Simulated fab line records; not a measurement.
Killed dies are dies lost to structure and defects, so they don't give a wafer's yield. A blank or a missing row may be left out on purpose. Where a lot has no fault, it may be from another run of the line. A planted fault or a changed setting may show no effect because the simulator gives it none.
Code-filled problem report in 8D (eight disciplines) form :: flow nand_harc :: the parts of the form that need people (team, actions taken, sign-off) are left out

## 1. THE PROBLEM
At NHARC_END_SORT_01, killed_at_periphery averages 79.2 over 6 wafers from 2 lots, while fault-free wafers read 3.5, standard deviation 2.5. Relative to the usual mean, that is a shift of +30 standard deviations.
First seen on wafer L423.2, day 27 15:46, on prober-01. The record has a number at this step for 6 wafers belonging to 2 lots. Rule for "out", or "out of limits": more than 4 standard deviations from the usual mean. The rest of the wafers with a number are treated as sound.

## 2. WHAT IT IS, WHAT IT ISN'T
question: which readings at this step
is: killed_at_periphery
is not: killed_at_other, killed_open, killed_short

question: which lots
is: L423, L425
is not: -

question: which wafers of those lots
is: all that have a number
is not: -

question: read on which gauges
is: prober-01
is not: -

question: when
is: from day 27 15:46
is not: up to then (0 sound wafers)

## 3. WHAT RULES OUT EACH SUSPECT
Counting: a tool stays on the suspect list if, at a process step up to the reading, it processed all lots that are out and no sound lot following the first of them.
- the gauge at NHARC_END_SORT_01: kept. All the wafers that are out were read on prober-01, and no step on other tools shows them out.
- pvd_sputter-01 at NHARC_P_M1_PVD_21 (deposits Cu, target thk 30 nm, time 20.49 s): kept. It ran every lot that is out, first L423 (day 9 23:53), and no sound lot after that.
- pvd_sputter-02 at NHARC_A_BONDPAD_PRE_CLEAN_26 (time 30 s): kept. It ran every lot that is out, first L423 (day 26 08:56), and no sound lot after that. With no start given for some of its lots, NHARC_A_BONDPAD_PRE_CLEAN_26 uses the hours and lot order of NHARC_A_BONDPAD_CMP_19.
- cmp-01 at NHARC_THIN_TSV_CMP_21 (polishes, t overpolish 30 s, target thk 2000 nm): kept. It ran every lot that is out, first L423 (day 27 02:56), and no sound lot after that.
Left after counting: pvd_sputter-01 at NHARC_P_M1_PVD_21, pvd_sputter-02 at NHARC_A_BONDPAD_PRE_CLEAN_26, cmp-01 at NHARC_THIN_TSV_CMP_21, prober-01 at NHARC_END_SORT_01.

## 4. THE CAUSE (what the simulator had put in)
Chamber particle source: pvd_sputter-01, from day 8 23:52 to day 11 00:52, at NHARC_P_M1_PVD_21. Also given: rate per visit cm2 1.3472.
4 suspects survive the count, and this tool is in that group.

## 5. SEQUENCE OF EFFECTS, ordered by route
Each row: a reading where the mean over the struck wafers with a number is more than 3 standard deviations away from the usual. Scope: only readings with a usual standard deviation given in the record; hours: median across lots of the time from each lot's start at the first step in this table that gives one to its start at this step; sigmas: change in usual standard deviations.
hours: 0
step: NHARC_END_SORT_01
reading: defect_limited_yield
usual: 90.8 %
on struck wafers: 81.8
change: -9.0
sigmas: -4.1

hours: 0
step: NHARC_END_SORT_01
reading: killed_at_periphery
usual: 3.5
on struck wafers: 79.2
change: +75.7
sigmas: +30

hours: 0
step: NHARC_END_SORT_01
reading: killed_dies
usual: 62
on struck wafers: 123
change: +61
sigmas: +4.1

## 6. WHAT WOULD HAVE CAUGHT IT SOONER
448 hours passed between the start of the fault at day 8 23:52 and the first reading out of limits at a measuring or inspecting step in this record, taken at day 27 15:46.
Tool readings at NHARC_P_M1_PVD_21 with a usual standard deviation given in the record: none out on any struck wafer, hence no alarm at a limit of 4 standard deviations on them.
The start of NHARC_P_M1_PVD_21 on pvd_sputter-01 came by day 27 15:46 for every one of the lots that are out (2). Holding the tool at that point would not have protected any of them.
